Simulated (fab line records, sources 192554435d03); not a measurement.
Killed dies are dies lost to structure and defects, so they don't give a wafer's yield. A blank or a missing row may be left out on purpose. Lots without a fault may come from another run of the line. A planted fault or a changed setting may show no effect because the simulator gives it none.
One fault seen from 3 desks | flow n5_finfet | each desk has only its own numbers; what lay behind them comes last
Where a reading is given only as a bound, like >300, the bound stands for it, and a mean or a difference that rests on one is marked > or <: the true number lies beyond.

THE DEFECT DESK
What the inspections along the route counted, lot by lot: means of the sampled wafers that have a number. A lot is out of limits, marked OUT, if its mean lies more than 4 standard deviations from the usual mean; the brackets give that distance.
Columns: A = raw_defect_count at N5_BEOL_M12_INSPECT_30, usual 2.1
lot  | first seen here | A
L880 | day 10 18:44    | 2.3
L883 | day 12 00:47    | 2.3
L887 | day 12 05:43    | >102 (>+66) OUT
L895 | day 14 10:18    | 2.0
L892 | day 14 10:28    | 1.7
L898 | day 15 19:40    | 2.3
L902 | day 16 16:16    | 4.0
L903 | day 16 20:11    | 1.7
L901 | day 16 20:26    | 2.0
This desk's finding: out of limits on L887; first on L887, day 12 05:43 (raw_defect_count at N5_BEOL_M12_INSPECT_30). In limits: L880, L883, L895, L892, L898, L902, L903, L901.

THE METROLOGY DESK
What the gauges read, lot by lot, whatever tool the lot ran on: means of the sampled wafers that have a number. A lot is out of limits, marked OUT, if its mean lies more than 4 standard deviations from the usual mean; the brackets give that distance.
Columns: A = cd_nm at N5_BEOL_M12_CD_MEAS_17, usual 140.5 nm
lot  | first seen here | A
L880 | day 10 18:22    | 139.2
L883 | day 12 00:17    | 141.6
L887 | day 12 05:20    | 139.0
L895 | day 14 09:47    | 141.3
L892 | day 14 09:57    | 143.1
L898 | day 15 19:17    | 139.6
L902 | day 16 15:46    | 140.1
L903 | day 16 19:41    | 141.8
L901 | day 16 19:56    | 141.2
This desk's finding: nothing out of limits on any of the 9 lots.

THE TOOL OWNER'S DESK: rie_diel-05
The tool's own readings at N5_BEOL_M12_VIA_ETCH_16 (etches SiOC in C4F8/O2/Ar, target depth 724.8 nm): means of the sampled wafers that have a number, for each lot that ran on this tool. A lot is out of limits, marked OUT, if its mean lies more than 4 standard deviations from the usual mean; the brackets give that distance.
Columns: A = O2_flow_sccm at N5_BEOL_M12_VIA_ETCH_16, usual 8.000 sccm; B = drypump_motor_current_A at N5_BEOL_M12_VIA_ETCH_16, usual 5.8 A; C = oes_product_au at N5_BEOL_M12_VIA_ETCH_16, usual 0.69 a.u.; D = rf_vpp_V at N5_BEOL_M12_VIA_ETCH_16, usual 665 V; E = showerhead_plenum_p_Torr at N5_BEOL_M12_VIA_ETCH_16, usual 3.38 Torr; F = throttle_valve_pct at N5_BEOL_M12_VIA_ETCH_16, usual 24.29 %
lot  | first seen here | A     | B   | C    | D   | E    | F
L880 | day 10 17:57    | 7.992 | 6.1 | 0.66 | 664 | 3.32 | 24.27
L883 | day 11 23:52    | 7.974 | 5.6 | 0.65 | 665 | 3.37 | 24.40
L887 | day 12 04:56    | 8.026 | 6.0 | 0.66 | 664 | 3.33 | 24.22
L902 | day 16 15:20    | 7.972 | 6.0 | 0.86 | 669 | 3.50 | 24.19
L903 | day 16 19:16    | 8.000 | 5.9 | 0.72 | 664 | 3.36 | 24.21
L901 | day 16 19:32    | 8.016 | 5.8 | 0.78 | 666 | 3.43 | 24.24
This desk's finding: nothing out of limits on any of the 6 lots.

PUT TOGETHER
The defect desk could have raised an alarm at day 12 05:43, on L887.
The metrology desk saw nothing out of limits.
The tool owner's desk saw nothing out of limits.
The metrology desk has L887 on record, within its limits.
The tool owner's desk has L887 on record, within its limits.
Of the lots named, all ran N5_BEOL_M12_VIA_ETCH_16 on rie_diel-05.

WHAT THE SIMULATOR HAD PUT IN
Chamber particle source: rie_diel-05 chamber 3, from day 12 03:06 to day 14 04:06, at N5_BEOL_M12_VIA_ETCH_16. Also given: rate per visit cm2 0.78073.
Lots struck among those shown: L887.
Hours from the fault's start to each desk's first reading out of limits: the defect desk, 3.
